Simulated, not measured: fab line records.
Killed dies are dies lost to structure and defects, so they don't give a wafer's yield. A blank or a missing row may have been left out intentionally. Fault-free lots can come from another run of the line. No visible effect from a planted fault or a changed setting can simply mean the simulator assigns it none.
Which tool did it?    flow n5Finfet    10 lots with 28 wafers sampled at 5 steps, on a route of 1938 steps

== WHAT EACH GAUGE READ, for each wafer ==
N5_BEOL_M0_SAQP_THK_MEAS_05.
lot   measured      on            thkNm (nm)
L833  day 5 17:28   filmMetro-02  60.7 60.6 61.9
L837  day 6 15:14   filmMetro-02  60.7 60.1 61.4
L838  day 6 22:39   filmMetro-01  59.8 61.7 61.2
L839  day 7 10:28   filmMetro-02  58.9 59.8 60.5
L842  day 8 09:51   filmMetro-02  59.4 60.5
L843  day 8 13:39   filmMetro-01  59.9 59.7
L849  day 9 21:29   filmMetro-01  59.8 60.4 60.2
L851  day 10 06:00  filmMetro-01  58.7 59.2 61.2
L854  day 11 00:25  filmMetro-02  58.9 60.0 60.9
L855  day 11 10:12  filmMetro-01  59.6 60.9 60.4

N5_BEOL_M4_RC_MEAS_101.
lot   measured      on         DIBL_N (mV/V)   DIBL_P (mV/V)   IOFF_N (nA/um)  IOFF_P (nA/um)  ION_N (uA/um)  ION_P (uA/um)  SS_N (mV/dec)   SS_P (mV/dec)   VT_N (mV)    VT_P (mV)
L833  day 8 07:27   prober-01  37.5 36.1 36.9  37.2 35.1 35.8  0.17 0.15 0.16  0.22 0.18 0.20  684 672 664    464 462 461    71.0 70.5 70.1  73.8 73.2 72.9  247 250 248  -250 -251 -253
L837  day 8 18:22   prober-02  34.0 36.1 35.6  33.5 35.7 35.3  0.12 0.16 0.13  0.19 0.22 0.20  662 679 662    460 470 464    70.9 70.9 70.7  72.6 72.7 72.9  253 248 252  -251 -248 -249
L838  day 9 18:02   prober-02  36.5 37.8 38.6  36.2 37.1 38.2  0.16 0.18 0.20  0.21 0.23 0.25  676 693 684    465 464 471    71.3 71.6 72.5  72.6 72.4 73.0  249 246 246  -251 -248 -247
L839  day 10 00:35  prober-02  38.4 38.3 38.0  39.9 39.9 38.8  0.20 0.21 0.19  0.26 0.27 0.23  693 683 677    472 473 461    72.1 71.8 71.3  73.9 74.4 73.3  245 247 248  -249 -249 -249
L842  day 11 00:13  prober-02  33.3 34.9       32.4 33.7       0.10 0.12       0.14 0.15       656 649        457 447        70.1 70.9       71.9 72.8       252 253      -255 -258
L843  day 11 04:09  prober-02  38.6 36.4       34.8 34.9       0.18 0.14       0.21 0.20       667 674        458 463        72.4 71.1       72.8 73.5       251 251      -249 -250
L849  day 12 07:35  prober-01  32.6 34.0 33.3  32.8 34.3 33.3  0.12 0.14 0.12  0.17 0.19 0.17  659 673 674    464 467 463    70.5 70.6 70.7  71.4 72.4 71.8  253 252 251  -250 -250 -251
L851  day 13 04:11  prober-01  33.5 32.6 36.3  33.8 31.7 35.8  0.13 0.11 0.17  0.19 0.17 0.22  670 645 681    464 447 468    70.4 70.0 71.0  72.4 72.1 73.4  250 252 251  -248 -251 -248
L854  day 13 22:01  prober-02  35.8 37.6 34.1  36.1 38.6 33.2  0.15 0.19 0.12  0.21 0.25 0.16  673 686 665    461 467 455    71.4 72.0 70.5  73.9 74.6 72.6  248 246 255  -251 -249 -251
L855  day 14 03:22  prober-02  33.7 36.1 34.0  34.0 36.2 34.3  0.11 0.14 0.11  0.16 0.18 0.15  667 675 658    464 457 457    70.3 71.2 70.8  72.1 73.5 72.1  256 254 255  -255 -251 -255

== WHICH TOOL RAN EACH LOT (tool, then ch and the chambers of the sampled wafers, then the start) ==
lot   N5_BEOL_M0_SAQP_ETCH_83            N5_BEOL_M0_SAQP_HM_OPEN_112        N5_BEOL_M0_SAQP_SPACER1_ALD_98
L833  rieDiel-06 ch 0,3, day 5 18:06     rieDiel-06 ch 0,3, day 5 18:16     aldSin-02 ch 0,1,3, day 5 19:05
L837  rieDiel-06 ch 0,1,2, day 6 15:56   rieDiel-06 ch 0,1,2, day 6 16:06   aldSin-02 ch 1,2, day 6 17:08
L838  rieDiel-06 ch 1,2,3, day 6 23:08   rieDiel-06 ch 1,2,3, day 6 23:17   aldSin-03 ch 0,1,3, day 7 00:09
L839  rieDiel-06 ch 0,2,3, day 7 11:07   rieDiel-06 ch 0,2,3, day 7 11:16   aldSin-03 ch 0,1,2, day 7 11:58
L842  rieDiel-06 ch 3, day 8 10:27       rieDiel-06 ch 3, day 8 10:37       aldSin-02 ch 0,1, day 8 12:21
L843  rieDiel-06 ch 1,2, day 8 14:24     rieDiel-06 ch 1,2, day 8 14:34     aldSin-02 ch 0,2, day 8 17:47
L849  rieDiel-03 ch 1,2,3, day 9 22:06   rieDiel-03 ch 1,2,3, day 9 22:16   aldSin-02 ch 0,1,3, day 9 22:57
L851  rieDiel-03 ch 0,2,3, day 10 06:38  rieDiel-03 ch 0,2,3, day 10 06:47  aldSin-02 ch 2,3, day 10 07:46
L854  rieDiel-03 ch 0,1,3, day 11 00:54  rieDiel-03 ch 0,1,3, day 11 01:04  aldSin-04 ch 1,2,3, day 11 01:52
L855  rieDiel-04 ch 1,2, day 11 10:49    rieDiel-04 ch 1,2, day 11 10:58    aldSin-04 ch 0,1, day 11 12:06
- N5_BEOL_M0_SAQP_ETCH_83: etches SiARC in CF4, target depth 39 nm, time 65 s.
- N5_BEOL_M0_SAQP_HM_OPEN_112: chemistry CHF3/O2, target SiO2, stops on a-Si, target depth 12 nm, time 13.5 s.
- N5_BEOL_M0_SAQP_SPACER1_ALD_98: deposits SiO2, target thk 12.8 nm, pulse time 1 s, purge time 2 s.

== WHAT THE TOOLS THEMSELVES READ (means of the sampled wafers that have a number; where no wafer has one, the mark that the record gives instead) ==
N5_BEOL_M0_SAQP_ETCH_83.
lot   tool        drypumpMotorCurrentA (A)  etchRfOnTimeS (s)  oesProductAu (a.u.)  rfVppV (V)  showerheadPlenumPTorr (Torr)  throttleValvePct (%)
L833  rieDiel-06  5.9                       66.1               0.66                 185.1       2.17                          15.43
L837  rieDiel-06  5.9                       65.2               0.65                 183.5       2.12                          15.62
L838  rieDiel-06  5.5                       65.0               0.71                 184.4       2.13                          15.59
L839  rieDiel-06  5.7                       86.7               0.67                 183.7       2.15                          15.40
L842  rieDiel-06  5.0                       95.7               0.74                 185.1       2.18                          15.21
L843  rieDiel-06  5.8                       95.8               0.57                 182.4       2.10                          15.82
L849  rieDiel-03  5.5                       65.9               0.62                 184.8       2.13                          15.83
L851  rieDiel-03  5.5                       66.5               0.62                 183.2       2.08                          15.87
L854  rieDiel-03  5.6                       66.2               0.62                 183.3       2.05                          15.76
L855  rieDiel-04  5.3                       62.8               0.78                 184.6       2.16                          15.67

N5_BEOL_M0_SAQP_HM_OPEN_112.
lot   tool        drypumpMotorCurrentA (A)  oes_ar_750_au (a.u.)  oesProductAu (a.u.)  rfVppV (V)  showerheadPlenumPTorr (Torr)  throttleValvePct (%)
L833  rieDiel-06  5.9                       0.78                  0.52                 521         2.45                          18.64
L837  rieDiel-06  6.0                       0.76                  0.50                 522         2.39                          18.86
L838  rieDiel-06  5.5                       0.83                  0.54                 516         2.39                          18.82
L839  rieDiel-06  5.7                       0.82                  0.54                 520         2.43                          18.63
L842  rieDiel-06  5.0                       0.94                  0.62                 510         2.45                          18.45
L843  rieDiel-06  5.8                       0.73                  0.48                 520         2.37                          19.02
L849  rieDiel-03  5.5                       0.72                  0.47                 528         2.38                          18.97
L851  rieDiel-03  5.5                       0.73                  0.48                 521         2.34                          19.06
L854  rieDiel-03  5.7                       0.72                  0.48                 525         2.30                          18.95
L855  rieDiel-04  5.3                       0.90                  0.58                 521         2.41                          18.89

N5_BEOL_M0_SAQP_SPACER1_ALD_98.
lot   tool       heaterPowerW (W)  precursorPulseHeightRel
L833  aldSin-02  509               0.990
L837  aldSin-02  477               0.990
L838  aldSin-03  481               1.001
L839  aldSin-03  480               1.000
L842  aldSin-02  524               1.000
L843  aldSin-02  515               1.000
L849  aldSin-02  507               1.007
L851  aldSin-02  482               1.000
L854  aldSin-04  436               0.982
L855  aldSin-04  523               1.020

== THE ANSWER, worked out from the rows above alone ==
Rule: what is usual is taken from the lots themselves. Put in order of their means at a reading, lots are off if they are a third of the lots or fewer, leave a main group of 4 or more, and stand apart from it by a gap of 3 or more times the standard deviation of the main group's means; of several such gaps the widest counts. A main group is skipped when, at the precision printed for the reading in the tables above, its means are all equal. Also off: a lot with no number at a reading for which 4 or more lots have one. Where the step has rows for the other lots, those lots are counted as sound. The gauges are gone through in route order, then the tools' own readings, and for those a lot's mean is taken as printed above. The first step at which some lot is off is used, and at that step the reading that is off furthest; a lot without a number counts as furthest.
Off, at N5_BEOL_M0_SAQP_ETCH_83 on etchRfOnTimeS: L839, L842, L843. For the main group the mean is 65.4 s and the standard deviation 1.2.
If a tool, at that step or one of the process steps before it, ran each lot that is off and ran no sound lot following the first of them, it fits. One fits: rieDiel-06 at N5_BEOL_M0_SAQP_ETCH_83. Its last sound lot is L838 (day 6 23:08), its first lot that is off L839 (day 7 11:07): a fault that began between those two fits.
The tool's own readings at N5_BEOL_M0_SAQP_ETCH_83 bear it out: on the lots that are off they differ by more than 5 times the standard deviation of the sound lots' means. etchRfOnTimeS reads 92.7 s there against 65.4 s on the sound lots.

== WHAT THE SIMULATOR HAD PUT IN ==
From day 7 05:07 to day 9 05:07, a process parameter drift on rieDiel-06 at N5_BEOL_M0_SAQP_ETCH_83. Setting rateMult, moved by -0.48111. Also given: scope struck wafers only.
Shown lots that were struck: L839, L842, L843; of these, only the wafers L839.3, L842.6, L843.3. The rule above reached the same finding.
